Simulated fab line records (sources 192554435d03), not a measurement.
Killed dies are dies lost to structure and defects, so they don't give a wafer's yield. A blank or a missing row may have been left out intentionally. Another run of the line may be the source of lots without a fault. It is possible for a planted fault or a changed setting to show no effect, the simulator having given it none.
fab line records + flow n5_finfet
[record]
- lots = 5
- wafers = 15
- last_day = 17
route steps=1938 shown BEOL_M4@1099 BEOL_M5@1112 BEOL_M8@1378 PASSIVATION@1936
lots that met no fault: taken from a fault-free run of the same line
start_h: start of the lot's first displayed wafer, in hours after the record's first day + wait_h: how many hours have passed since the lot's step before this one + " identical to the entry in the row above + L1.1+2: several wafers, shown together as one row + - no value present, or no start provided + * or withheld: withheld + < > ~ a bound
route shown NAME@n: NAME is a module with steps in the file, n the number in the route of the first one + usual: average and standard deviation across the fault-free wafers + same: alike in all rows + chamber/n: place in a boat + sites: per-site readings + _std_site: their standard deviation + _edge_site: mean of outer sites minus mean of inner sites + radius_mm: how far each site lies from the wafer's centre + mask NAME#n: copy n + behind: the last tool/chamber to shape the wafer + hold: the reason the lot was held/the length of the hold in hours/how it ended + device: the n, p or np transistor that did not switch + end of line: the tests these same wafers got at the end of their route + a step with no rows: only its recipe + killed: at the first sort, the dies lost to defects and structure; wafer yield is something else + map: the dies of a wafer, with x for killed, . for not killed, _ for no die there
set.NAME: the setting the step ran with; set.NAME@STEP: the setting that earlier step ran with + model.NAME: the simulator's own value behind a step, which no gauge read
lots seen at some steps along the route; tables by step, rows by wafer
services: when a tool's chamber went out of use (start_h, in hours from the record's first day, below 0 if earlier), for how many hours, and the reason
[[steps]]
[step N5_BEOL_M4_ANNEAL_95]
[recipe]
- temp_c = 400
- time_s = 240
- ambient = vacuum
[step N5_BEOL_M4_SPUTTER_96]
[recipe]
- material = Cu
- target_thk_a = 45
- temp_c = -20
- chamber_pressure_pa = 0.07
- power_w = withheld
- time_s = 8.29
[step N5_BEOL_M4_ECD_50]
[recipe]
- material = Cu
- target_thk_a = 3000
[step N5_BEOL_M4_ANNEAL_51]
[recipe]
- temp_c = 225
- time_s = 90
- ambient = N2
[step N5_BEOL_M4_CMP_52]
[recipe]
- stop_on = SiOC
- t_overpolish_s = 6.8
- down_force_psi = 1
- platen_rpm = 50
- clearing_platen_down_force_psi = 1.5
- clearing_platen_rpm = 50
- post_cmp_clean = cu_alkaline
- target_thk_nm = 40
- clearing_platen_pad_velocity_m_s = 0.99484
- pad_velocity_m_s = 0.99484
[step N5_BEOL_M4_PRE_CLEAN_60]
[recipe]
- gas = NH3/H2
- time_s = 15
- temp_c = *
- rf_power_w = 300
[step N5_BEOL_M4_CO_CAP_55]
[recipe]
- material = Co
- target_thk_a = 20
- temp_c = 200
- precursor = CCTBA/H2
- pressure_torr = 30
- time_s = 102.1
[step N5_BEOL_M4_PRE_CLEAN_56]
[recipe]
- gas = NH3
- time_s = 15
- temp_c = withheld
- rf_power_w = 300
[step N5_BEOL_M4_DEP_57]
[recipe]
- material = SiCN
- target_thk_a = 80
- temp_c = withheld
- precursor = 3MS/NH3
- pressure_torr = 3
- rf_w = 202
- time_s = 14
[step N5_BEOL_M4_RC_MEAS_101]
[usual]
- DIBL_N = 36.8/2.1
- DIBL_P = 37.1/2.2
- IOFF_N = 0.18/0.037
- IOFF_P = 0.23/0.041
- ION_N = 682/13
- ION_P = 467/8.6
- SS_N = 71.7/0.61
- SS_P = 73.5/0.6
- VT_N = 248/3.4
- VT_P = -249/3.5
| lot.wafer | tool      | chamber | start_h | wait_h | DIBL_N[mV/V] | DIBL_P[mV/V] | IOFF_N[nA/um] | IOFF_P[nA/um] | ION_N[uA/um] | ION_P[uA/um] | SS_N[mV/dec] | SS_P[mV/dec] | VT_N[mV] | VT_P[mV] |
|-----------|-----------|---------|---------|--------|--------------|--------------|---------------|---------------|--------------|--------------|--------------|--------------|----------|----------|
| L816.2    | prober-02 | 0       | 182.50  | 0.2    | 36.2         | 36.3         | 0.16          | 0.21          | 659          | 453          | 71.0         | 73.0         | 248      | -250     |
| L816.3    | "         | 0       | "       | "      | 38.0         | 38.2         | 0.20          | 0.24          | 702          | 469          | 71.2         | 74.3         | 245      | -247     |
| L816.5    | "         | 0       | "       | "      | 36.8         | 36.6         | 0.17          | 0.21          | 675          | 458          | 71.2         | 73.3         | 248      | -253     |
| L823.3    | prober-02 | 0       | 234.19  | 0.3    | 36.3         | 38.2         | 0.17          | 0.20          | 684          | 463          | 71.8         | 74.1         | 247      | -252     |
| L823.4    | "         | 0       | "       | "      | 36.8         | 39.4         | 0.20          | 0.22          | 703          | 478          | 71.8         | 74.2         | 246      | -251     |
| L823.6    | "         | 0       | "       | "      | 36.6         | 38.9         | 0.18          | 0.21          | 701          | 470          | 71.6         | 73.7         | 246      | -252     |
| L824.1    | prober-01 | 0       | 236.01  | 0.0    | 36.9         | 37.0         | 0.16          | 0.21          | 675          | 465          | 72.0         | 73.5         | 250      | -250     |
| L824.3    | "         | 0       | "       | "      | 35.6         | 35.5         | 0.14          | 0.19          | 670          | 463          | 71.5         | 72.8         | 252      | -252     |
| L824.6    | "         | 0       | "       | "      | 37.4         | 37.6         | 0.17          | 0.21          | 690          | 468          | 72.0         | 73.2         | 250      | -252     |
| L825.3    | prober-02 | 0       | 238.94  | 0.3    | 37.7         | 37.5         | 0.19          | 0.20          | 690          | 465          | 71.9         | 74.3         | 250      | -256     |
| L825.4    | "         | 0       | "       | "      | 34.7         | 34.9         | 0.15          | 0.17          | 686          | 463          | 71.3         | 73.9         | 250      | -255     |
| L825.5    | "         | 0       | "       | "      | 36.6         | 36.7         | 0.18          | 0.19          | 692          | 459          | 71.9         | 74.1         | 248      | -258     |
| L833.1    | prober-02 | 0       | 294.46  | 0.0    | 36.7         | 35.3         | 0.16          | 0.19          | 672          | 453          | 72.0         | 73.0         | 253      | -251     |
| L833.2    | "         | 0       | "       | "      | 34.5         | 34.7         | 0.14          | 0.19          | 665          | 464          | 70.5         | 73.2         | 250      | -255     |
| L833.4    | "         | 0       | "       | "      | 35.5         | 35.2         | 0.16          | 0.19          | 685          | 463          | 71.5         | 73.2         | 247      | -251     |
[step N5_BEOL_M5_ILD_DEP_00]
[recipe]
- material = SiCOH_lowk
- target_thk_a = 1406.4
- temp_c = 300
- precursor = DEMS/porogen
- pressure_torr = 5
- rf_w = 500
- time_s = 25.9
[step N5_BEOL_M5_CURE_79]
[recipe]
- temp_c = 385
- time_s = 240
- ambient = He/Ar
- material = SiCOH_lowk
[step N5_BEOL_M5_PECVD_70]
[recipe]
- material = SiO2
- target_thk_a = 160
- temp_c = 400
- precursor = TEOS/O2
- pressure_torr = 5.5
- rf_w = 450
- teos_flow_sccm = 53.8
- gas = O2
- flow_sccm = 3000
- time_s = 18
[step N5_BEOL_M5_HM_DEP_02]
[recipe]
- material = TiN
- target_thk_a = 200
- temp_c = 25
- chamber_pressure_pa = 0.49996
[step N5_BEOL_M5_COAT_59]
[recipe]
- resist = SOC
- temp_c = 250
- time_s = 60
- spin_rpm = 1500
- resist_thk_nm = 60
[step N5_BEOL_M5_COAT_60]
[recipe]
- resist = SiARC
- temp_c = 220
- time_s = 60
- spin_rpm = 1500
- resist_thk_nm = 12
[step N5_BEOL_M5_COAT_71]
[recipe]
- resist = underlayer
- temp_c = 205
- time_s = 60
- spin_rpm = 1500
- resist_thk_nm = 5
[step N5_BEOL_M5_COAT_05]
[recipe]
- resist = CAR-EUV
- spin_rpm = 1500
- resist_thk_nm = 30
[step N5_BEOL_M5_EBR_07]
[recipe]
- solvent = PGMEA
- ebr_width_mm = 1.5
[step N5_BEOL_M5_SOFTBAKE_06]
[recipe]
- temp_c = 110
- time_s = 60
- resist = CAR-EUV
[step N5_BEOL_M5_EXPOSE_08]
[recipe]
- mask_id = M5
- na = 0.33
- source_shape = annular
- sigma_inner = 0.4
- sigma_outer = 0.8
- polarization = unpolarized
- target_cd_nm = 28
- dose_mj = 35.75
[step N5_BEOL_M5_PEB_09]
[recipe]
- peb_temp_c = 100
- peb_time_s = 60
- resist = CAR-EUV
[step N5_BEOL_M5_DEVELOP_10]
[recipe]
- develop_time_s = 30
- developer = TMAH
- resist = CAR-EUV
- rinse_liquid = surfactant_rinse
- dry = air_spin
- dev_temp_c = 23
[step N5_BEOL_M5_DESCUM_16]
[recipe]
- chemistry = O2
- time_s = 7
- source_power_w = 50
- bias_power_w = 20
- pressure_mtorr = 20
- rf_frequency_hz = 2.712e+07
- temp_c = 40
- resist = CAR-EUV
- o2_flow_sccm = 225
[step N5_BEOL_M5_ETCH_72]
[recipe]
- chemistry = N2/H2
- target = underlayer
- target_depth_a = 65
- mask_material = CAR-EUV
- time_s = 5.2
- ion_energy_ev = 200
- pressure_mtorr = 30
- source_w = 840
- bias_w = 150
- n2_flow_sccm = 200
- h2_flow_sccm = 200
- ends = cleared
[step N5_BEOL_M5_ETCH_61]
[recipe]
- chemistry = CF4
- target = SiARC
- target_depth_a = 156
- mask_material = CAR-EUV
- time_s = 26
- ion_energy_ev = 80
- pressure_mtorr = 40
- source_w = 545
- bias_w = 36
- Ar_flow_sccm = 100
- cf4_flow_sccm = 100
- ends = cleared
[step N5_BEOL_M5_ETCH_62]
[recipe]
- chemistry = N2/H2
- target = SOC
- target_depth_a = 750
- overetch_a = 150
- mask_material = SiARC
- temp_c = 40
- time_s = 112.5
- ion_energy_ev = 200
- pressure_mtorr = 30
- source_w = 840
- bias_w = 150
- n2_flow_sccm = 200
- h2_flow_sccm = 200
[step N5_BEOL_M5_STRIP_63]
[recipe]
- chemistry = N2/H2
- temp_c = 40
- n2_flow_sccm = 200
- h2_flow_sccm = 200
- rf_frequency_hz = 6e+07
[step N5_BEOL_M5_STRIP_73]
[recipe]
- chemistry = N2/H2
- temp_c = 40
- n2_flow_sccm = 200
- h2_flow_sccm = 200
- rf_frequency_hz = 6e+07
[step N5_BEOL_M5_STRIP_64]
[recipe]
- chemistry = CF4
- resist = SiARC
- power_w = 300
- bias_power_w = 75
- pressure_mtorr = 50
- cf4_flow_sccm = 150
- rf_frequency_hz = 6e+07
[step N5_BEOL_M5_HM_OPEN_17]
[recipe]
- chemistry = Cl2/BCl3
- target_depth_a = 200
- overetch_a = 60
- target = TiN
- mask_material = SOC
- ion_energy_ev = 150
- pressure_mtorr = 10
- icp_w = 1000
- bias_w = 126
- Cl2_flow_sccm = 53.25
- bcl3_flow_sccm = 21.75
- Ar_flow_sccm = 25
[step N5_BEOL_M5_STRIP_19]
[recipe]
- chemistry = O2
- power_w = 400
- temp_c = 40
- pressure_mtorr = 30
- rf_frequency_hz = 6e+07
- bias_power_w = 0
- overash_fraction = 0.2
- o2_flow_sccm = 225
[step N5_BEOL_M5_COAT_65]
[recipe]
- resist = SOC
- temp_c = 250
- time_s = 60
- spin_rpm = 1500
- resist_thk_nm = 60
[step N5_BEOL_M5_COAT_66]
[recipe]
- resist = SiARC
- temp_c = 220
- time_s = 60
- spin_rpm = 1500
- resist_thk_nm = 12
[step N5_BEOL_M8_ETCH_41]
[recipe]
- chemistry = CH3F/O2
- target = SiCN
- target_depth_a = 319
- taper_deg = 2
- time_s = 57.8
- ion_energy_ev = 120
- mask_material = TiN
- pressure_mtorr = 30
- source_w = 395
- bias_w = 75
- Ar_flow_sccm = 150
- CH3F_flow_sccm = 30
- O2_flow_sccm = 20
[usual]
- CH3F_flow_sccm = 30.00/0.087
- O2_flow_sccm = 19.99/0.058
- drypump_motor_current_A = 5.5/0.41
- mfc_ar_sccm = 150.0/0.47
- oes_product_au = 0.81/0.083
- rf_vpp_V = 297.6/1.4
- showerhead_plenum_p_Torr = 2.01/0.061
- throttle_valve_pct = 16.35/0.23
| lot.wafer | tool        | chamber | start_h | wait_h | CH3F_flow_sccm | O2_flow_sccm | drypump_motor_current_A | mfc_ar_sccm | oes_product_au | rf_hours_counter_h | rf_vpp_V | showerhead_plenum_p_Torr | throttle_valve_pct |
|-----------|-------------|---------|---------|--------|----------------|--------------|-------------------------|-------------|----------------|--------------------|----------|--------------------------|--------------------|
| L816.2    | rie_diel-02 | 2       | 217.50  | -      | 29.98          | 19.91        | 5.8                     | 148.9       | 0.84           | 61                 | 297.1    | 1.96                     | 16.39              |
| L816.3    | "           | 0       | "       | "      | 29.89          | 20.00        | 5.2                     | 149.7       | 0.90           | 38                 | 296.9    | 1.97                     | 16.23              |
| L816.5    | "           | 3       | "       | "      | 29.94          | 20.01        | 5.1                     | 149.6       | 0.80           | -                  | 300.5    | 2.03                     | 16.30              |
| L824.1    | rie_diel-06 | 0       | 269.14  | -      | -              | -            | -                       | -           | -              | -                  | -        | -                        | -                  |
| L824.3    | "           | 3       | "       | "      | -              | -            | -                       | -           | -              | -                  | -        | -                        | -                  |
| L824.6    | "           | 2       | "       | "      | -              | -            | -                       | -           | -              | -                  | -        | -                        | -                  |
| L823.3    | rie_diel-03 | 3       | 271.68  | -      | -              | -            | -                       | -           | -              | -                  | -        | -                        | -                  |
| L823.4    | "           | 0       | "       | "      | -              | -            | -                       | -           | -              | -                  | -        | -                        | -                  |
| L823.6    | "           | 0       | "       | "      | -              | -            | -                       | -           | -              | -                  | -        | -                        | -                  |
| L825.3    | rie_diel-02 | 0       | 276.24  | -      | -              | -            | -                       | -           | -              | -                  | -        | -                        | -                  |
| L825.4    | "           | 1       | "       | "      | -              | -            | -                       | -           | -              | -                  | -        | -                        | -                  |
| L825.5    | "           | 0       | "       | "      | -              | -            | -                       | -           | -              | -                  | -        | -                        | -                  |
| L833.1    | rie_diel-06 | 3       | 324.59  | -      | 29.75          | 20.09        | 4.9                     | 150.2       | 0.84           | 63                 | 295.1    | 1.94                     | 16.45              |
| L833.2    | "           | 1       | "       | "      | 30.11          | 19.96        | 5.3                     | 150.3       | 0.67           | 245                | 297.8    | 2.06                     | 16.78              |
| L833.4    | "           | 2       | "       | "      | 30.00          | 19.99        | 5.4                     | 149.8       | 0.87           | 69                 | 298.7    | 2.11                     | 15.97              |
[step N5_PASSIVATION_PROBE_49]
[usual]
- defect_limited_yield = 91.0/1.4
- killed_at_M0_to_M3 = 35/10
- killed_at_M4_up = 13/6
- killed_at_contacts = 13/6.4
- killed_at_front_end = 42/12
- killed_at_other = 3.2/2.4
- killed_dies = 107/17
- killed_on_rim = 15/4.1
- killed_open = 69/13
- killed_short = 33/7.3
- sort_bin_5_function = 5.3/0.92
- sort_bin_6_memory = 3.3/0.66
- sort_n_pass = 1073/17
- sort_yield_pct = 90.9/1.4
[same]
- gross_dies = 1180
- killed_at_back_side = 0
- sort_bin_4_leakage[%] = 0
- sort_bin_8_speed[%] = 0
| lot.wafer | tool      | chamber | start_h | wait_h | defect_limited_yield[%] | killed_at_M0_to_M3 | killed_at_M4_up | killed_at_contacts | killed_at_front_end | killed_at_other | killed_dies | killed_on_rim | killed_open | killed_short | sort_bin_5_function[%] | sort_bin_6_memory[%] | sort_n_pass | sort_yield_pct[%] |
|-----------|-----------|---------|---------|--------|-------------------------|--------------------|-----------------|--------------------|---------------------|-----------------|-------------|---------------|-------------|--------------|------------------------|----------------------|-------------|-------------------|
| L816.2    | prober-01 | -       | 283.28  | 0.1    | 92.1                    | 27                 | 18              | 8                  | 38                  | 2               | 93          | 13            | 57          | 32           | 4.4                    | 3.5                  | 1087        | 92.1              |
| L816.3    | prober-01 | -       | 283.33  | 0.1    | 92.1                    | 38                 | 11              | 4                  | 38                  | 2               | 93          | 14            | 47          | 43           | 4.5                    | 3.1                  | 1087        | 92.1              |
| L816.5    | prober-01 | -       | 283.43  | 0.2    | 90.8                    | 23                 | 28              | 3                  | 52                  | 2               | 108         | 17            | 76          | 30           | 4.8                    | 4.2                  | 1072        | 90.8              |
| L824.1    | prober-01 | -       | 334.02  | 0.0    | 0                       | 26                 | 1104            | 7                  | 42                  | 1               | 1180        | 152           | 59          | 28           | 97.5                   | 2.3                  | 0           | 0                 |
| L824.3    | prober-01 | -       | 334.12  | 0.1    | 0                       | 24                 | 1103            | 10                 | 37                  | 6               | 1180        | 152           | 52          | 26           | 96.9                   | 3.0                  | 0           | 0                 |
| L824.6    | prober-01 | -       | 334.27  | 0.3    | 0                       | 17                 | 1113            | 10                 | 39                  | 1               | 1180        | 152           | 49          | 26           | 97.1                   | 2.5                  | 0           | 0                 |
| L823.3    | prober-01 | -       | 337.82  | 0.1    | 0                       | 22                 | 1100            | 22                 | 33                  | 3               | 1180        | 152           | 71          | 37           | 96.6                   | 3.1                  | 0           | 0                 |
| L823.4    | prober-01 | -       | 337.87  | 0.2    | 0                       | 26                 | 1080            | 21                 | 51                  | 2               | 1180        | 152           | 77          | 32           | 96.9                   | 2.9                  | 0           | 0                 |
| L823.6    | prober-01 | -       | 337.97  | 0.3    | 0                       | 18                 | 1097            | 18                 | 44                  | 3               | 1180        | 152           | 77          | 32           | 96.5                   | 3.2                  | 0           | 0                 |
| L825.3    | prober-01 | -       | 353.87  | 0.1    | 0                       | 24                 | 1106            | 10                 | 34                  | 6               | 1180        | 152           | 61          | 20           | 97.5                   | 2.4                  | 0           | 0                 |
| L825.4    | prober-01 | -       | 353.92  | 0.2    | 0                       | 28                 | 1096            | 7                  | 46                  | 3               | 1180        | 152           | 61          | 32           | 96.8                   | 3.1                  | 0           | 0                 |
| L825.5    | prober-01 | -       | 353.97  | 0.2    | 0                       | 30                 | 1106            | 7                  | 32                  | 5               | 1180        | 152           | 55          | 31           | 96.4                   | 3.2                  | 0           | 0                 |
| L833.2    | prober-01 | -       | 398.32  | 0.1    | 92.5                    | 14                 | 12              | 20                 | 37                  | 5               | 88          | 13            | 60          | 27           | 4.4                    | 2.8                  | 1092        | 92.5              |
| L833.4    | prober-01 | -       | 398.42  | 0.2    | 91.2                    | 30                 | 16              | 18                 | 35                  | 5               | 104         | 11            | 75          | 28           | 5.0                    | 3.4                  | 1076        | 91.2              |
// killed by level:class
L816.2 STI_FIN_REVEAL:geometric_particle:open=10 FIN_SAQP:geometric_particle:short=6 BEOL_M4:geometric_particle:open=6 BEOL_M0_SAQP:geometric_particle:open=5 BEOL_M1:geometric_particle:open=5 MOL_CONTACT_COAG:geometric_particle:open=4 BEOL_M2:geometric_particle:open=4 BEOL_M3:geometric_particle:open=4
L816.3 FIN_SAQP:geometric_particle:short=8 BEOL_M0_SAQP:geometric_particle:open=8 BEOL_M0_SAQP:geometric_particle:short=8 GATE_CUT:geometric_particle:short=6 BEOL_M3:geometric_particle:open=6 STI_FIN_REVEAL:geometric_particle:open=5 BEOL_M4:geometric_particle:open=5 STI_FIN_REVEAL:geometric_particle:short=4
L816.5 BEOL_M4:geometric_particle:open=17 FIN_SAQP:geometric_particle:open=12 GATE_CUT:geometric_particle:short=11 BEOL_M0_SAQP:geometric_particle:open=10 STI_FIN_REVEAL:geometric_particle:open=6 GATE_CUT:geometric_particle:open=6 DUMMY_GATE:geometric_particle:open=4 STARTING-WAFER:geometric_particle:short=4
L824.1 BEOL_M8:area_etch=1091 FIN_SAQP:geometric_particle:open=11 STI_FIN_REVEAL:geometric_particle:open=9 FIN_SAQP:geometric_particle:short=6 BEOL_M0_SAQP:geometric_particle:short=6 MOL_CONTACT_COAG:geometric_particle:open=6 BEOL_M1:geometric_particle:open=6 BEOL_M2:geometric_particle:open=5
L824.3 BEOL_M8:area_etch=1101 FIN_SAQP:geometric_particle:open=13 STI_FIN_REVEAL:geometric_particle:open=6 MOL_CONTACT_COAG:geometric_particle:open=5 MOL_CONTACT_COAG:geometric_particle:short=5 BEOL_M0_SAQP:geometric_particle:open=5 BEOL_M3:geometric_particle:open=5 FIN_SAQP:geometric_particle:short=4
L824.6 BEOL_M8:area_etch=1103 FIN_SAQP:geometric_particle:open=19 FIN_SAQP:geometric_particle:short=8 MOL_CONTACT_COAG:geometric_particle:open=8 BEOL_M0_SAQP:geometric_particle:open=7 BEOL_M2:geometric_particle:open=4 DUMMY_GATE:geometric_particle:open=3 GATE_CUT:geometric_particle:short=3
L823.3 BEOL_M8:area_etch=1069 BEOL_M4:geometric_particle:open=18 MOL_CONTACT_COAG:geometric_particle:open=17 BEOL_M0_SAQP:geometric_particle:short=11 ILD0:geometric_particle:open=7 BEOL_M0_SAQP:geometric_particle:open=6 ILD0:geometric_particle:short=5 MOL_CONTACT_COAG:geometric_particle:short=5
L823.4 BEOL_M8:area_etch=1070 MOL_CONTACT_COAG:geometric_particle:open=19 FIN_SAQP:geometric_particle:open=12 DUMMY_GATE:geometric_particle:open=10 ILD0:geometric_particle:open=7 BEOL_M0_SAQP:geometric_particle:open=7 BEOL_M0_SAQP:geometric_particle:short=7 BEOL_M3:geometric_particle:open=6
L823.6 BEOL_M8:area_etch=1070 BEOL_M4:geometric_particle:open=19 MOL_CONTACT_COAG:geometric_particle:open=15 FIN_SAQP:geometric_particle:open=8 FIN_SAQP:geometric_particle:short=8 DUMMY_GATE:geometric_particle:open=6 STI_FIN_REVEAL:geometric_particle:open=6 BEOL_M0_SAQP:geometric_particle:short=6
L825.3 BEOL_M8:area_etch=1093 STI_FIN_REVEAL:geometric_particle:open=8 MOL_CONTACT_COAG:geometric_particle:open=8 FIN_SAQP:geometric_particle:open=5 DUMMY_GATE:geometric_particle:open=5 BEOL_M0_SAQP:geometric_particle:short=5 BEOL_M0_SAQP:geometric_particle:open=5 BEOL_M4:geometric_particle:open=5
L825.4 BEOL_M8:area_etch=1084 STI_FIN_REVEAL:geometric_particle:open=16 FIN_SAQP:geometric_particle:short=8 MOL_CONTACT_COAG:geometric_particle:open=7 DUMMY_GATE:geometric_particle:open=6 BEOL_M2:geometric_particle:open=6 BEOL_M1:geometric_particle:short=5 BEOL_M0_SAQP:geometric_particle:short=4
L825.5 BEOL_M8:area_etch=1094 FIN_SAQP:geometric_particle:open=9 BEOL_M0_SAQP:geometric_particle:open=7 BEOL_M0_SAQP:geometric_particle:short=6 BEOL_M4:geometric_particle:open=6 STI_FIN_REVEAL:geometric_particle:open=5 MOL_CONTACT_COAG:geometric_particle:open=5 BEOL_M3:geometric_particle:open=5
L833.2 MOL_CONTACT_COAG:geometric_particle:open=15 STI_FIN_REVEAL:geometric_particle:open=12 BEOL_M4:geometric_particle:open=9 STARTING-WAFER:geometric_particle:open=6 STI_FIN_REVEAL:geometric_particle:short=5 DUMMY_GATE:geometric_particle:short=5 MOL_CONTACT_COAG:geometric_particle:short=5 BEOL_M2:geometric_particle:open=4
L833.4 STI_FIN_REVEAL:geometric_particle:open=13 MOL_CONTACT_COAG:geometric_particle:open=13 BEOL_M2:geometric_particle:open=13 DUMMY_GATE:geometric_particle:open=9 BEOL_M1:geometric_particle:open=7 MOL_CONTACT_COAG:geometric_particle:short=5 BEOL_M4:geometric_particle:short=5 GATE_CUT:geometric_particle:short=3
// map L823.3 (x killed, . not)
_________________xxxxxxxxxxxx________________
______________xxxxxxxxxxxxxxxxxx_____________
___________xxxxxxxxxxxxxxxxxxxxxxxx__________
__________xxxxxxxxxxxxxxxxxxxxxxxxxx_________
________xxxxxxxxxxxxxxxxxxxxxxxxxxxxxx_______
_______xxxxxxxxxxxxxxxxxxxxxxxxxxxxxxxx______
______xxxxxxxxxxxxxxxxxxxxxxxxxxxxxxxxxx_____
_____xxxxxxxxxxxxxxxxxxxxxxxxxxxxxxxxxxxx____
____xxxxxxxxxxxxxxxxxxxxxxxxxxxxxxxxxxxxxx___
___xxxxxxxxxxxxxxxxxxxxxxxxxxxxxxxxxxxxxxxx__
___xxxxxxxxxxxxxxxxxxxxxxxxxxxxxxxxxxxxxxxx__
__xxxxxxxxxxxxxxxxxxxxxxxxxxxxxxxxxxxxxxxxxx_
__xxxxxxxxxxxxxxxxxxxxxxxxxxxxxxxxxxxxxxxxxx_
_xxxxxxxxxxxxxxxxxxxxxxxxxxxxxxxxxxxxxxxxxxxx
_xxxxxxxxxxxxxxxxxxxxxxxxxxxxxxxxxxxxxxxxxxxx
_xxxxxxxxxxxxxxxxxxxxxxxxxxxxxxxxxxxxxxxxxxxx
_xxxxxxxxxxxxxxxxxxxxxxxxxxxxxxxxxxxxxxxxxxxx
_xxxxxxxxxxxxxxxxxxxxxxxxxxxxxxxxxxxxxxxxxxxx
_xxxxxxxxxxxxxxxxxxxxxxxxxxxxxxxxxxxxxxxxxxxx
_xxxxxxxxxxxxxxxxxxxxxxxxxxxxxxxxxxxxxxxxxxxx
_xxxxxxxxxxxxxxxxxxxxxxxxxxxxxxxxxxxxxxxxxxxx
__xxxxxxxxxxxxxxxxxxxxxxxxxxxxxxxxxxxxxxxxxx_
__xxxxxxxxxxxxxxxxxxxxxxxxxxxxxxxxxxxxxxxxxx_
___xxxxxxxxxxxxxxxxxxxxxxxxxxxxxxxxxxxxxxxx__
___xxxxxxxxxxxxxxxxxxxxxxxxxxxxxxxxxxxxxxxx__
____xxxxxxxxxxxxxxxxxxxxxxxxxxxxxxxxxxxxxx___
_____xxxxxxxxxxxxxxxxxxxxxxxxxxxxxxxxxxxx____
______xxxxxxxxxxxxxxxxxxxxxxxxxxxxxxxxxx_____
_______xxxxxxxxxxxxxxxxxxxxxxxxxxxxxxxx______
________xxxxxxxxxxxxxxxxxxxxxxxxxxxxxx_______
__________xxxxxxxxxxxxxxxxxxxxxxxxxx_________
___________xxxxxxxxxxxxxxxxxxxxxxxx__________
______________xxxxxxxxxxxxxxxxxx_____________
_________________xxxxxxxxxxxx________________
// map L824.1 (x killed, . not)
_________________xxxxxxxxxxxx________________
______________xxxxxxxxxxxxxxxxxx_____________
___________xxxxxxxxxxxxxxxxxxxxxxxx__________
__________xxxxxxxxxxxxxxxxxxxxxxxxxx_________
________xxxxxxxxxxxxxxxxxxxxxxxxxxxxxx_______
_______xxxxxxxxxxxxxxxxxxxxxxxxxxxxxxxx______
______xxxxxxxxxxxxxxxxxxxxxxxxxxxxxxxxxx_____
_____xxxxxxxxxxxxxxxxxxxxxxxxxxxxxxxxxxxx____
____xxxxxxxxxxxxxxxxxxxxxxxxxxxxxxxxxxxxxx___
___xxxxxxxxxxxxxxxxxxxxxxxxxxxxxxxxxxxxxxxx__
___xxxxxxxxxxxxxxxxxxxxxxxxxxxxxxxxxxxxxxxx__
__xxxxxxxxxxxxxxxxxxxxxxxxxxxxxxxxxxxxxxxxxx_
__xxxxxxxxxxxxxxxxxxxxxxxxxxxxxxxxxxxxxxxxxx_
_xxxxxxxxxxxxxxxxxxxxxxxxxxxxxxxxxxxxxxxxxxxx
_xxxxxxxxxxxxxxxxxxxxxxxxxxxxxxxxxxxxxxxxxxxx
_xxxxxxxxxxxxxxxxxxxxxxxxxxxxxxxxxxxxxxxxxxxx
_xxxxxxxxxxxxxxxxxxxxxxxxxxxxxxxxxxxxxxxxxxxx
_xxxxxxxxxxxxxxxxxxxxxxxxxxxxxxxxxxxxxxxxxxxx
_xxxxxxxxxxxxxxxxxxxxxxxxxxxxxxxxxxxxxxxxxxxx
_xxxxxxxxxxxxxxxxxxxxxxxxxxxxxxxxxxxxxxxxxxxx
_xxxxxxxxxxxxxxxxxxxxxxxxxxxxxxxxxxxxxxxxxxxx
__xxxxxxxxxxxxxxxxxxxxxxxxxxxxxxxxxxxxxxxxxx_
__xxxxxxxxxxxxxxxxxxxxxxxxxxxxxxxxxxxxxxxxxx_
___xxxxxxxxxxxxxxxxxxxxxxxxxxxxxxxxxxxxxxxx__
___xxxxxxxxxxxxxxxxxxxxxxxxxxxxxxxxxxxxxxxx__
____xxxxxxxxxxxxxxxxxxxxxxxxxxxxxxxxxxxxxx___
_____xxxxxxxxxxxxxxxxxxxxxxxxxxxxxxxxxxxx____
______xxxxxxxxxxxxxxxxxxxxxxxxxxxxxxxxxx_____
_______xxxxxxxxxxxxxxxxxxxxxxxxxxxxxxxx______
________xxxxxxxxxxxxxxxxxxxxxxxxxxxxxx_______
__________xxxxxxxxxxxxxxxxxxxxxxxxxx_________
___________xxxxxxxxxxxxxxxxxxxxxxxx__________
______________xxxxxxxxxxxxxxxxxx_____________
_________________xxxxxxxxxxxx________________
[[services]]
| tool        | chamber | start_h | hours | kind                          |
|-------------|---------|---------|-------|-------------------------------|
| rie_diel-06 | 2       | 210.88  | 4.2   | repair                        |
| rie_diel-03 | 0       | 221.15  | -     | clean                         |
| rie_diel-03 | 0       | 221.15  | -     | consumable_replace:focus_ring |
| rie_diel-03 | 0       | 221.15  | -     | consumable_replace:showerhead |
| rie_diel-03 | 0       | 221.15  | 18.5  | scheduled_down                |
| rie_diel-03 | 0       | 221.15  | 18.5  | vent_cycle                    |
| rie_diel-03 | 1       | 239.65  | -     | clean                         |
| rie_diel-03 | 1       | 239.65  | -     | consumable_replace:focus_ring |
| rie_diel-03 | 1       | 239.65  | 15.2  | scheduled_down                |
| rie_diel-03 | 1       | 239.65  | 15.2  | vent_cycle                    |
| rie_diel-06 | -       | 246.45  | 15.6  | pm                            |
| rie_diel-03 | 1       | 272.43  | 3.8   | repair                        |
| rie_diel-06 | 0       | 299.85  | -     | clean                         |
| rie_diel-06 | 0       | 299.85  | -     | consumable_replace:esc        |
| rie_diel-06 | 0       | 299.85  | -     | consumable_replace:focus_ring |
| rie_diel-06 | 0       | 299.85  | 24.4  | scheduled_down                |
| rie_diel-06 | 0       | 299.85  | 24.4  | vent_cycle                    |
[[key]]
[first_sign]
- step = N5_BEOL_M8_ETCH_41
- reading = tool_record
- direction = missing
[effect]
- step = N5_PASSIVATION_PROBE_49
- reading = killed_at_M4_up
- direction = up
- sigmas = 99+
- usual = 13
- struck = 1101
[more_kills_born_at]
- N5_BEOL_M8_ETCH_41@rie_diel-06 = 3295
- N5_BEOL_M8_ETCH_41@rie_diel-02 = 3271
- N5_BEOL_M8_ETCH_41@rie_diel-03 = 3209
met_at N5_BEOL_M8_ETCH_41
struck_wafers L823.3,L823.4,L823.6,L824.1,L824.3,L824.6,L825.3,L825.4,L825.5
later_rows_left_out L823.3,L823.4,L823.6,L824.1,L824.3,L824.6,L825.3,L825.4,L825.5
onset_between 217.50 269.14
[fault]
- kind = skipped_step_whole
- tool = rie_diel-02,rie_diel-03,rie_diel-06
- chamber = -
- onset_h = 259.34
- steps = N5_BEOL_M8_ETCH_41
- scope = struck_lots_only
// later_rows_left_out: the simulator's readings of these wafers behind a module that went badly wrong aren't trusted and aren't shown, but for the sort
